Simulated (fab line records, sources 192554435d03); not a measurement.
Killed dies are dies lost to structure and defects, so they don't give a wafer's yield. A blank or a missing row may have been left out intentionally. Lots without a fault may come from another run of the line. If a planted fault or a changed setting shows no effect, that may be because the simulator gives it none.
The tool behind it: which one?    flow n5_finfet    24 lots, 72 wafers sampled, at 6 steps of a route of 1938

WHAT THE GAUGES READ, wafer by wafer
N5_BEOL_M3_OVL_MEAS_29.
lot   measured      on          V2_OVL (nm)
L074  day 8 09:37   overlay-02  -0.6 0.2 0.6
L075  day 8 13:58   overlay-02  0.0 0.0 0.0
L076  day 8 16:25   overlay-01  0.4 0.4 0.3
L077  day 8 16:37   overlay-01  -1.0 -0.1 -1.1
L079  day 8 17:17   overlay-01  -0.4 1.0 0.1
L080  day 8 17:28   overlay-02  -0.4 -0.5 0.0
L078  day 8 22:58   overlay-01  -0.1 -0.9 -1.5
L081  day 9 02:13   overlay-01  -0.7 0.6 -0.2
L082  day 9 02:55   overlay-01  -0.8 -0.8 -0.6
L084  day 9 16:01   overlay-02  0.5 0.3 0.6
L083  day 9 16:12   overlay-02  -0.5 -1.0 0.6
L085  day 9 21:08   overlay-02  0.5 0.2 -0.5
L086  day 10 09:35  overlay-01  -0.2 -1.0 -1.0
L087  day 11 08:53  overlay-01  -0.7 -0.2 0.2
L088  day 11 09:04  overlay-01  0.4 0.8 -0.2
L089  day 11 14:22  overlay-02  -1.6 -0.4 -0.5
L090  day 11 14:41  overlay-01  -0.5 0.7 -0.2
L091  day 12 06:16  overlay-01  -0.5 0.1 1.0
L092  day 12 11:42  overlay-01  -0.3 0.2 -0.9
L093  day 12 11:58  overlay-01  -0.5 0.2 0.1
L094  day 12 12:01  overlay-01  0.4 -0.2 -0.8
L095  day 12 17:14  overlay-01  1.5 0.3 2.0
L097  day 12 21:41  overlay-02  -0.4 -0.4 -0.1
L096  day 12 22:08  overlay-02  0.0 -0.2 -0.8

N5_BEOL_M3_THK_MEAS_53: measures by xrf.
lot   measured      on             M3_THK (nm)
L074  day 8 15:42   film_metro-01  36.8 41.7 39.8
L075  day 8 21:32   film_metro-01  38.8 42.1 39.6
L076  day 9 00:44   film_metro-02  40.9 39.8 39.6
L077  day 9 01:11   film_metro-02  38.0 38.9 40.5
L079  day 9 02:34   film_metro-02  39.2 40.1 40.1
L080  day 9 02:50   film_metro-01  36.7 40.5 42.0
L078  day 9 07:11   film_metro-01  39.1 39.5 40.6
L081  day 9 08:38   film_metro-01  38.8 41.7 40.7
L082  day 9 09:13   film_metro-01  39.4 40.5 39.4
L084  day 10 20:16  film_metro-01  38.7 38.9 40.0
L083  day 10 19:56  film_metro-02  36.4 39.3 41.1
L085  day 10 23:45  film_metro-01  37.7 38.1 38.4
L086  day 11 01:05  film_metro-01  36.9 38.5 37.6
L087  day 11 13:50  film_metro-02  39.1 42.4 38.1
L088  day 11 14:07  film_metro-02  42.5 39.8 39.0
L089  day 12 00:36  film_metro-01  40.4 38.3 45.1
L090  day 12 06:20  film_metro-02  37.0 39.7 40.4
L091  day 12 12:55  film_metro-02  38.6 37.9 39.5
L092  day 12 18:25  film_metro-01  38.1 38.2 40.2
L093  day 12 21:40  film_metro-01  38.9 38.5 40.9
L094  day 13 05:00  film_metro-02  40.1 39.1 40.4
L095  day 13 08:23  film_metro-02  42.2 41.6 42.1
L097  day 13 12:10  film_metro-01  37.6 37.3 38.7
L096  day 13 13:16  film_metro-02  37.9 38.4 40.0

WHICH TOOL RAN EACH LOT (tool, then ch and the chambers of the sampled wafers, then the start)
lot   N5_BEOL_M3_TRENCH_ETCH_37                      N5_BEOL_M3_ANNEAL_82          N5_BEOL_M3_ANNEAL_89          N5_BEOL_M3_SPUTTER_90
L074  rie_diel-04 ch 1,2, day 8 13:40 or earlier     pvd_sputter-03, day 8 13:40   pvd_sputter-03, day 8 14:07   pvd_sputter-03, day 8 14:15
L075  rie_diel-04 ch 0,1,3, day 8 19:31 or earlier   pvd_sputter-02, day 8 19:31   pvd_sputter-02, day 8 19:57   pvd_sputter-02, day 8 20:05
L076  rie_diel-02 ch 0,1, day 8 22:42 or earlier     pvd_sputter-01, day 8 22:42   pvd_sputter-01, day 8 23:08   pvd_sputter-01, day 8 23:17
L077  rie_diel-02 ch 0,1,2, day 8 23:09 or earlier   pvd_sputter-02, day 8 23:09   pvd_sputter-02, day 8 23:35   pvd_sputter-02, day 8 23:44
L079  rie_diel-04 ch 0,1,3, day 9 00:32 or earlier   pvd_sputter-01, day 9 00:32   pvd_sputter-01, day 9 00:59   pvd_sputter-01, day 9 01:07
L080  rie_diel-05 ch 2,3, day 9 00:40 or earlier     pvd_sputter-03, day 9 00:40   pvd_sputter-03, day 9 01:06   pvd_sputter-03, day 9 01:14
L078  rie_diel-04 ch 0,2, day 9 04:45 or earlier     pvd_sputter-01, day 9 04:45   pvd_sputter-01, day 9 05:11   pvd_sputter-01, day 9 05:20
L081  rie_diel-02 ch 0,1,2, day 9 06:35 or earlier   pvd_sputter-01, day 9 06:35   pvd_sputter-01, day 9 07:02   pvd_sputter-01, day 9 07:10
L082  rie_diel-05 ch 0,3, day 9 07:10 or earlier     pvd_sputter-03, day 9 07:10   pvd_sputter-03, day 9 07:37   pvd_sputter-03, day 9 07:45
L084  rie_diel-05 ch 0,2,3, day 10 18:14 or earlier  pvd_sputter-01, day 10 18:14  pvd_sputter-01, day 10 18:41  pvd_sputter-01, day 10 18:49
L083  rie_diel-02 ch 2,3, day 10 17:55 or earlier    pvd_sputter-02, day 10 17:55  pvd_sputter-02, day 10 18:21  pvd_sputter-02, day 10 18:29
L085  rie_diel-05 ch 0,1, day 10 20:10 or earlier    pvd_sputter-01, day 10 20:10  pvd_sputter-01, day 10 20:36  pvd_sputter-01, day 10 20:44
L086  rie_diel-02 ch 0,2,3, day 10 22:07 or earlier  pvd_sputter-01, day 10 22:07  pvd_sputter-01, day 10 22:34  pvd_sputter-01, day 10 22:42
L087  rie_diel-04 ch 0,3, day 11 11:34 or earlier    pvd_sputter-03, day 11 11:34  pvd_sputter-03, day 11 12:00  pvd_sputter-03, day 11 12:08
L088  rie_diel-05 ch 0,1,2, day 11 11:38 or earlier  pvd_sputter-02, day 11 11:38  pvd_sputter-02, day 11 12:04  pvd_sputter-02, day 11 12:13
L089  rie_diel-04 ch 0,2, day 11 22:34 or earlier    pvd_sputter-01, day 11 22:34  pvd_sputter-01, day 11 23:01  pvd_sputter-01, day 11 23:09
L090  rie_diel-05 ch 0,2, day 12 03:26 or earlier    pvd_sputter-02, day 12 03:26  pvd_sputter-02, day 12 03:53  pvd_sputter-02, day 12 04:01
L091  rie_diel-05 ch 0,1, day 12 10:46 or earlier    pvd_sputter-01, day 12 10:46  pvd_sputter-01, day 12 11:13  pvd_sputter-01, day 12 11:21
L092  rie_diel-05 ch 0,2,3, day 12 16:23 or earlier  pvd_sputter-01, day 12 16:23  pvd_sputter-01, day 12 16:50  pvd_sputter-01, day 12 16:58
L093  rie_diel-05 ch 1,2, day 12 19:38 or earlier    pvd_sputter-03, day 12 19:38  pvd_sputter-03, day 12 20:05  pvd_sputter-03, day 12 20:13
L094  rie_diel-02 ch 0,1,3, day 13 02:58 or earlier  pvd_sputter-01, day 13 02:58  pvd_sputter-01, day 13 03:25  pvd_sputter-01, day 13 03:33
L095  rie_diel-04 ch 1,2, day 13 06:20 or earlier    pvd_sputter-01, day 13 06:20  pvd_sputter-01, day 13 06:46  pvd_sputter-01, day 13 06:55
L097  rie_diel-05 ch 1,2, day 13 10:04 or earlier    pvd_sputter-03, day 13 10:04  pvd_sputter-03, day 13 10:31  pvd_sputter-03, day 13 10:39
L096  rie_diel-02 ch 0,1,2, day 13 11:09 or earlier  pvd_sputter-01, day 13 11:09  pvd_sputter-01, day 13 11:35  pvd_sputter-01, day 13 11:44
- N5_BEOL_M3_TRENCH_ETCH_37: etches SiOC in C4F6/O2, target depth 55.555 nm, time 29.2 s.
- N5_BEOL_M3_ANNEAL_82: time 240 s.
- N5_BEOL_M3_ANNEAL_89: time 240 s.
- N5_BEOL_M3_SPUTTER_90: material Cu, target thk 4.5 nm, time 8.29 s.

AS READ BY THE TOOLS THEMSELVES (means over the sampled wafers that have a number; for cases with no such wafer, the mark the record gives instead)
N5_BEOL_M3_TRENCH_ETCH_37.
lot   tool         drypump_motor_current_A (A)  oes_f_703_au (a.u.)  oes_o_777_au (a.u.)  oes_product_au (a.u.)  rf_vpp_V (V)  showerhead_plenum_p_Torr (Torr)  throttle_valve_pct (%)
L074  rie_diel-04  5.9                          0.68                 0.69                 0.71                   670           2.91                             20.82
L075  rie_diel-04  5.7                          0.70                 0.70                 0.71                   675           2.82                             21.04
L076  rie_diel-02  5.7                          0.68                 0.69                 0.68                   668           2.85                             20.87
L077  rie_diel-02  5.6                          0.68                 0.69                 0.68                   670           2.85                             20.88
L079  rie_diel-04  5.7                          0.70                 0.70                 0.71                   675           2.82                             21.04
L080  rie_diel-05  6.0                          0.81                 0.80                 0.79                   663           2.90                             20.73
L078  rie_diel-04  5.8                          0.68                 0.68                 0.69                   667           2.82                             21.01
L081  rie_diel-02  5.6                          0.68                 0.69                 0.68                   671           2.85                             20.87
L082  rie_diel-05  6.0                          0.84                 0.83                 0.88                   681           2.96                             20.84
L084  rie_diel-05  5.9                          0.79                 0.78                 0.78                   671           2.90                             20.79
L083  rie_diel-02  5.6                          0.93                 0.93                 0.95                   671           2.83                             20.77
L085  rie_diel-05  5.2                          0.74                 0.74                 0.76                   672           2.85                             20.75
L086  rie_diel-02  5.5                          0.86                 0.86                 0.87                   671           2.80                             20.75
L087  rie_diel-04  5.6                          0.69                 0.70                 0.69                   674           2.73                             21.15
L088  rie_diel-05  5.4                          0.76                 0.76                 0.76                   665           2.85                             20.70
L089  rie_diel-04  5.7                          0.76                 0.75                 0.77                   671           2.82                             21.06
L090  rie_diel-05  5.5                          0.72                 0.71                 0.71                   669           2.83                             20.78
L091  rie_diel-05  5.2                          0.74                 0.74                 0.75                   671           2.85                             20.76
L092  rie_diel-05  5.8                          0.77                 0.76                 0.77                   670           2.89                             20.79
L093  rie_diel-05  5.6                          0.77                 0.77                 0.75                   658           2.85                             20.68
L094  rie_diel-02  5.5                          0.82                 0.83                 0.84                   668           2.79                             20.73
L095  rie_diel-04  5.8                          0.74                 0.74                 0.77                   670           2.90                             20.76
L097  rie_diel-05  5.4                          0.81                 0.80                 0.79                   661           2.86                             20.68
L096  rie_diel-02  5.6                          0.83                 0.84                 0.84                   670           2.84                             20.63

N5_BEOL_M3_ANNEAL_82.
lot   tool            heater_power_w (W)
L074  pvd_sputter-03  881
L075  pvd_sputter-02  819
L076  pvd_sputter-01  797
L077  pvd_sputter-02  832
L079  pvd_sputter-01  739
L080  pvd_sputter-03  969
L078  pvd_sputter-01  794
L081  pvd_sputter-01  801
L082  pvd_sputter-03  896
L084  pvd_sputter-01  787
L083  pvd_sputter-02  807
L085  pvd_sputter-01  774
L086  pvd_sputter-01  918
L087  pvd_sputter-03  920
L088  pvd_sputter-02  796
L089  pvd_sputter-01  753
L090  pvd_sputter-02  803
L091  pvd_sputter-01  801
L092  pvd_sputter-01  911
L093  pvd_sputter-03  887
L094  pvd_sputter-01  847
L095  pvd_sputter-01  709
L097  pvd_sputter-03  866
L096  pvd_sputter-01  745

N5_BEOL_M3_ANNEAL_89.
lot   tool            heater_power_w (W)
L074  pvd_sputter-03  881
L075  pvd_sputter-02  809
L076  pvd_sputter-01  806
L077  pvd_sputter-02  824
L079  pvd_sputter-01  746
L080  pvd_sputter-03  941
L078  pvd_sputter-01  801
L081  pvd_sputter-01  806
L082  pvd_sputter-03  897
L084  pvd_sputter-01  802
L083  pvd_sputter-02  813
L085  pvd_sputter-01  785
L086  pvd_sputter-01  893
L087  pvd_sputter-03  907
L088  pvd_sputter-02  794
L089  pvd_sputter-01  756
L090  pvd_sputter-02  819
L091  pvd_sputter-01  800
L092  pvd_sputter-01  894
L093  pvd_sputter-03  871
L094  pvd_sputter-01  839
L095  pvd_sputter-01  700
L097  pvd_sputter-03  873
L096  pvd_sputter-01  748

N5_BEOL_M3_SPUTTER_90.
lot   tool            chamber_pressure_pa (Pa)  throttle_valve_pct (%)
L074  pvd_sputter-03  0.07                      28.1
L075  pvd_sputter-02  0.07                      30.3
L076  pvd_sputter-01  0.07                      30.5
L077  pvd_sputter-02  0.07                      30.2
L079  pvd_sputter-01  0.07                      29.6
L080  pvd_sputter-03  0.07                      30.9
L078  pvd_sputter-01  0.07                      30.4
L081  pvd_sputter-01  0.07                      30.4
L082  pvd_sputter-03  0.07                      31.1
L084  pvd_sputter-01  0.07                      30.1
L083  pvd_sputter-02  0.07                      30.3
L085  pvd_sputter-01  0.07                      29.3
L086  pvd_sputter-01  0.07                      30.4
L087  pvd_sputter-03  0.07                      30.0
L088  pvd_sputter-02  0.07                      30.2
L089  pvd_sputter-01  0.07                      30.8
L090  pvd_sputter-02  0.07                      30.2
L091  pvd_sputter-01  0.07                      30.1
L092  pvd_sputter-01  0.07                      30.7
L093  pvd_sputter-03  0.07                      29.5
L094  pvd_sputter-01  0.07                      29.8
L095  pvd_sputter-01  0.07                      30.0
L097  pvd_sputter-03  0.07                      29.4
L096  pvd_sputter-01  0.07                      29.7

THE ANSWER, worked out from the rows above alone
Rule: what is usual is taken from the lots themselves. Put in order of their means at a reading, lots are off if they are a third of the lots or fewer, leave a main group of 4 or more, and stand apart from it by a gap of 3 or more times the standard deviation of the main group's means; of several such gaps the widest counts. If all means in a main group match to the digits the tables above print for the reading, that group is not used. A lot without any number at a reading at which 4 lots or more have one is off too. Any other lot the step has rows for is counted as sound. After the gauges, taken in route order, come the tools' own readings; for these a lot's mean is taken, as printed above. The first step at which some lot is off is used, and at that step the reading that is off furthest; a lot without a number counts as furthest.
No lot is off at any reading shown: from this, nothing can be told.

WHAT THE SIMULATOR HAD INSERTED
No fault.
